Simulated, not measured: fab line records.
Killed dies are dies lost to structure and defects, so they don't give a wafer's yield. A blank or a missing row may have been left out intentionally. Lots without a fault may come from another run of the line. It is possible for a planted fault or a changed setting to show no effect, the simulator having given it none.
Matching of chambers	flow n5-finfet	rie-diel-02 running N5_BEOL_M3_ETCH_63: 4 sister chambers
The step etches SiARC in CF4, target depth 15.6 nm, time 26 s. 8 wafers are shown with their chamber, then 10 later ones without.

## WAFERS PAIRED WITH THEIR CHAMBERS
wafer	chamber	drypump-motor-current-A (A)	throttle-valve-pct (%)
L078.4	2	5.1	15.60
L079.4	0	6.1	15.24
L079.6	3	4.9	15.86
L081.3	1	5.7	16.09
L081.5	3	4.9	15.85
L081.6	0	6.1	15.27
L091.1	2	5.0	15.63
L091.2	1	5.8	15.59

## WAFERS WITH NO CHAMBER GIVEN
wafer	drypump-motor-current-A (A)	throttle-valve-pct (%)
L091.3	6.1	15.30
L093.1	5.8	15.62
L093.5	6.1	15.29
L093.6	4.9	15.90
L096.1	5.1	15.67
L096.2	5.8	15.64
L096.3	4.9	15.42
L096.4	6.1	15.32
L096.5	5.1	15.68
L096.6	5.8	15.62

## CHAMBER TAKEN BY EACH
wafer	from the rows above	in truth
L091.3	0	0
L093.1	1	1
L093.5	0	0
L093.6	3	3
L096.1	2	2
L096.2	1	1
L096.3	can't be placed: 3 or 2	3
L096.4	0	0
L096.5	2	2
L096.6	1	1
Placed correctly: 9 of 10. Can't be placed from these rows: 1 (the true chamber is among the candidates in 1). Number placed wrongly: 0.
How it was worked out, from the rows above alone: a wafer's distance from a chamber is the root of the sum, over the readings, of the square of ((its reading less the chamber's mean) divided by the reading's scatter). If the next closest chamber is less than 2 further off than the closest, the wafer can't be placed; otherwise it belongs to the closest. For every chamber, the mean is computed from those of its wafers that are shown. The scatter is the square root of a quotient: the sum, over the shown wafers, of each reading's squared deviation from its chamber's mean, divided by wafers minus chambers.
